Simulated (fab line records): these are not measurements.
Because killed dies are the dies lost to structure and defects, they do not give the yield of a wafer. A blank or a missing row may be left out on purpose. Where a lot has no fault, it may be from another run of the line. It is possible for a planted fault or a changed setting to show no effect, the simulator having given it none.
The tool behind it: which one?	flow nandHarc	11 lots, 33 wafers sampled, at 6 steps of a route of 1302

WHAT EACH GAUGE READ, for each wafer
NHARC_P_M2_INSPECT_11. Usual: 4.8 for rawDefectCount, sd 2.6.
lot	measured	on	rawDefectCount	flag
L762	day 6 23:59	defectInspect-01	8 4 6	
L764	day 7 15:12	defectInspect-02	4 5 6	
L765	day 8 06:45	defectInspect-01	977 1004 1038	OFF
L767	day 9 05:29	defectInspect-01	4 3 4	
L768	day 9 05:31	defectInspect-02	1042 1049 1044	OFF
L776	day 12 18:48	defectInspect-01	1 6 2	
L775	day 12 19:52	defectInspect-02	1 6 5	
L778	day 13 20:49	defectInspect-02	8 6 4	
L779	day 13 21:38	defectInspect-02	9 5 7	
L780	day 14 08:11	defectInspect-02	9 6 1	
L783	day 15 17:17	defectInspect-01	7 5 4	

NHARC_END_SORT_01. Usual: for defectLimitedYield, 90.9 % with a standard deviation of 2.6; for killedAtArray, 57 with a standard deviation of 18; for killedAtOther, 0.8 with a standard deviation of 1; for killedAtPeriphery, 3.9 with a standard deviation of 2.8; for killedDies, 62 with a standard deviation of 18; for killedOpen, 3.4 with a standard deviation of 1.8; for killedShort, 2.2 with a standard deviation of 1.6.
lot	measured	on	defectLimitedYield (%)	killedAtArray	killedAtOther	killedAtPeriphery	killedDies	killedOpen	killedShort	flag
L765	day 26 14:32	prober-02	86.7 80.6 85.5	20 30 25	3 1 0	67 100 73	90 131 98	2 2 6	4 6 1	OFF
L768	day 26 23:14	prober-01	78.4 79.0 79.3	44 45 40	2 1 1	100 96 99	146 142 140	4 2 3	0 1 1	OFF
L776	day 30 09:39	prober-02	87.9 88.2 89.4	82 80 71	0 0 0	0 0 1	82 80 72	4 5 3	5 1 1	

WHICH TOOL RAN EACH LOT (tool, then ch and the chambers of the sampled wafers, then the start)
lot	NHARC_P_M1_DEP_33	NHARC_P_M2_ETCH_35	NHARC_P_M2_STRIP_18	NHARC_P_M2_PRE_CLEAN_30
L762	pecvd-04 ch 0,1,2, day 6 22:47	rieDiel-05 ch 2,3, day 7 00:08	rieDiel-06 ch 2,3, day 7 00:27	pvdSputter-03, no start
L764	pecvd-01 ch 0,1,2, day 7 13:58	rieDiel-01 ch 0,1, day 7 15:20	rieDiel-06 ch 1,2, day 7 15:40	pvdSputter-03, no start
L765	pecvd-01 ch 0,2, day 8 05:28	rieDiel-05 ch 0,1, day 8 06:54	rieDiel-05 ch 0,1,3, day 8 07:15	pvdSputter-01, day 26 14:32 or earlier
L767	pecvd-04 ch 0,1,2, day 9 03:14	rieDiel-01 ch 0,1,2, day 9 05:39	rieDiel-01 ch 1,2, day 9 05:56	pvdSputter-02, no start
L768	pecvd-01 ch 1,2, day 9 04:03	rieDiel-05 ch 1,3, day 9 05:42	rieDiel-05 ch 0,3, day 9 06:02	pvdSputter-01, day 26 23:14 or earlier
L776	pecvd-01 ch 0,1, day 12 17:25	rieDiel-05 ch 0,2,3, day 12 18:58	rieDiel-01 ch 1,2, day 12 19:14	pvdSputter-03, day 30 09:39 or earlier
L775	pecvd-04 ch 0,1,2, day 12 18:30	rieDiel-05 ch 1,2,3, day 12 20:02	rieDiel-06 ch 0,2,3, day 12 20:23	pvdSputter-01, no start
L778	pecvd-03 ch 0,1,2, day 13 19:26	rieDiel-05 ch 1,2,3, day 13 20:57	rieDiel-05 ch 1,2,3, day 13 21:15	pvdSputter-02, no start
L779	pecvd-04 ch 0,2, day 13 20:16	rieDiel-05 ch 0,2,3, day 13 21:48	rieDiel-05 ch 1,2,3, day 13 22:06	pvdSputter-01, no start
L780	pecvd-04 ch 1,2, day 14 06:51	rieDiel-06 ch 1,2,3, day 14 08:20	rieDiel-01 ch 0,1,2, day 14 08:37	pvdSputter-03, no start
L783	pecvd-01 ch 0,1, day 15 15:54	rieDiel-01 ch 0,1, day 15 17:26	rieDiel-06 ch 0,2,3, day 15 17:46	pvdSputter-01, no start
- NHARC_P_M1_DEP_33: deposits SiCN, target thk 30 nm.
- NHARC_P_M2_ETCH_35: etches the open film in N2/H2, target depth 40 nm, overetch 12 nm, time 43.94 s.
- NHARC_P_M2_STRIP_18: strips in N2/H2.
- NHARC_P_M2_PRE_CLEAN_30: time 30 s.

AS READ BY THE TOOLS THEMSELVES (means over the sampled wafers that have a number; for cases with no such wafer, the mark the record gives instead)
NHARC_P_M1_DEP_33. Usual: heaterPowerW 576 W, standard deviation 84; showerheadVppV 1327 V, standard deviation 76.
lot	tool	heaterPowerW (W)	showerheadVppV (V)	flag
L762	pecvd-04	517	1302	
L764	pecvd-01	625	1370	
L765	pecvd-01	660	1438	
L767	pecvd-04	553	1298	
L768	pecvd-01	569	1319	
L776	pecvd-01	534	1333	
L775	pecvd-04	539	1292	
L778	pecvd-03	550	1311	
L779	pecvd-04	519	1324	
L780	pecvd-04	516	1322	
L783	pecvd-01	659	1377	

NHARC_P_M2_ETCH_35. Usual: drypumpMotorCurrentA 5.7 A, standard deviation 0.52; h2FlowSccm 149.9 sccm, standard deviation 0.46; oesProductAu 1.005 a.u., standard deviation 0.0078; rfVppV 430.6 V, standard deviation 2.8; showerheadPlenumPTorr 2.04 Torr, standard deviation 0.099; throttleValvePct 14.171 %, standard deviation 0.0084.
lot	tool	drypumpMotorCurrentA (A)	h2FlowSccm (sccm)	oesProductAu (a.u.)	rfVppV (V)	showerheadPlenumPTorr (Torr)	throttleValvePct (%)	flag
L762	rieDiel-05	6.1	149.9	1.004	433.1	2.13	14.179	
L764	rieDiel-01	5.5	150.1	1.006	427.9	1.94	14.173	
L765	rieDiel-05	6.0	149.4	1.016	430.4	2.04	14.171	
L767	rieDiel-01	5.3	149.7	0.999	430.6	2.04	14.162	
L768	rieDiel-05	6.1	150.1	1.003	432.6	2.09	14.171	
L776	rieDiel-05	6.0	150.5	1.011	431.9	2.07	14.180	
L775	rieDiel-05	5.9	150.1	1.007	431.4	2.07	14.175	
L778	rieDiel-05	6.0	149.5	1.006	431.5	2.07	14.178	
L779	rieDiel-05	6.0	150.2	1.007	431.1	2.07	14.162	
L780	rieDiel-06	5.4	150.0	1.010	430.4	2.03	14.167	
L783	rieDiel-01	5.5	149.7	1.009	427.9	1.94	14.171	

NHARC_P_M2_STRIP_18. Usual: drypumpMotorCurrentA 5.7 A, standard deviation 0.49; h2FlowSccm 150.0 sccm, standard deviation 0.43; oesProductAu 1.007 a.u., standard deviation 0.0089; rfVppV 90.8 V, standard deviation 0.94; showerheadPlenumPTorr 2.06 Torr, standard deviation 0.094; throttleValvePct 14.171 %, standard deviation 0.0086.
lot	tool	drypumpMotorCurrentA (A)	h2FlowSccm (sccm)	oesProductAu (a.u.)	rfVppV (V)	showerheadPlenumPTorr (Torr)	throttleValvePct (%)	flag
L762	rieDiel-06	5.6	149.8	1.015	90.7	2.07	14.174	
L764	rieDiel-06	5.4	150.0	1.006	90.3	1.95	14.171	
L765	rieDiel-05	6.2	150.0	1.004	91.3	2.09	14.175	
L767	rieDiel-01	5.7	150.2	1.002	91.1	2.07	14.174	
L768	rieDiel-05	6.3	149.7	1.013	91.6	2.15	14.169	
L776	rieDiel-01	5.3	149.9	1.004	92.2	2.13	14.179	
L775	rieDiel-06	5.6	150.6	1.010	90.6	2.05	14.169	
L778	rieDiel-05	6.0	150.0	1.005	90.4	2.07	14.163	
L779	rieDiel-05	6.0	149.8	1.008	91.0	2.07	14.171	
L780	rieDiel-01	5.3	150.0	1.003	90.6	2.03	14.174	
L783	rieDiel-06	5.6	150.5	1.013	90.4	2.05	14.180	

NHARC_P_M2_PRE_CLEAN_30. Usual: 400 W for heaterPowerW, sd 46.
lot	tool	heaterPowerW (W)	flag
L762	pvdSputter-03	384	
L764	pvdSputter-03	381	
L765	pvdSputter-01	374	
L767	pvdSputter-02	417	
L768	pvdSputter-01	384	
L776	pvdSputter-03	431	
L775	pvdSputter-01	446	
L778	pvdSputter-02	427	
L779	pvdSputter-01	373	
L780	pvdSputter-03	400	
L783	pvdSputter-01	354	

THE ANSWER, worked out from the rows above alone
Rule: a lot counts as off when the mean over its wafers that have a number is more than 3 standard deviations away from the usual mean. A lot without any number at a reading at which 4 lots or more have one is off too. Any other lot the step has rows for is counted as sound. The gauges are gone through in route order, then the tools' own readings, and for those a lot's mean is taken as printed above. The first step at which some lot is off is used, and at that step the reading that is off furthest; a lot without a number counts as furthest.
Off: L765, L768, at NHARC_P_M2_INSPECT_11 (rawDefectCount).
If a tool, at a process step before that reading, ran all the lots that are off and no sound lot after the first of them, it fits. Not tried: the gauges at NHARC_P_M2_INSPECT_11; whatever is off there is also off at NHARC_END_SORT_01, on other tools, and gauge error can't account for it. Not one of the candidates tried fits.

WHAT THE SIMULATOR HAD PUT IN
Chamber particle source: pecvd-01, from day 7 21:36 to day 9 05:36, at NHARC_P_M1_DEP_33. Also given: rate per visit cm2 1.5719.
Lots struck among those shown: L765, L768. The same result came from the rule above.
